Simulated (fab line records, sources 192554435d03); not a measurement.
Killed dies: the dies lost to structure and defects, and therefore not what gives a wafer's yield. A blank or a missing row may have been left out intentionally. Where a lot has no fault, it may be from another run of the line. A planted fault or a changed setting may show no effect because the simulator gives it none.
Matching of chambers -- flow n5Finfet -- N5_SDB_HM_DEP_00 on pecvd-01 has 3 sister chambers
The step deposits SiNx from SiH4/NH3/N2, target thk 40 nm, time 35.3 s. 3 wafers are shown with their chamber, then 11 later ones without.

WAFERS, EACH WITH ITS CHAMBER
wafer,chamber,throttleValvePct (%)
L085.3,0,37.8
L085.4,2,36.3
L091.1,1,44.1

WAFERS WHOSE CHAMBER IS MISSING
wafer,throttleValvePct (%)
L091.2,37.8
L091.6,44.0
L094.1,38.0
L094.2,36.4
L094.5,44.4
L096.2,44.2
L096.4,37.9
L096.5,38.0
L097.2,44.6
L097.3,44.2
L097.6,37.9

WHICH CHAMBER EACH WENT THROUGH
wafer,from the rows above,in truth
L091.2,0,0
L091.6,1,1
L094.1,0,0
L094.2,2,2
L094.5,1,1
L096.2,1,1
L096.4,0,0
L096.5,0,0
L097.2,1,1
L097.3,1,1
L097.6,0,0
Correct placement for 11 of the 11. Left unplaced by these rows: 0. Placed wrongly: 0.
How it was worked out, from the rows above alone: a wafer's distance from a chamber is the root of the sum, over the readings, of the square of ((its reading less the chamber's mean) divided by the reading's scatter). The wafer belongs to the nearest chamber; if the next one is less than 2 further off, it can't be placed. The mean given for a chamber averages the wafers shown for that chamber. The scatter: with one shown wafer a chamber, the root of the mean of the squares of how far each hidden wafer lies from its nearest shown one.
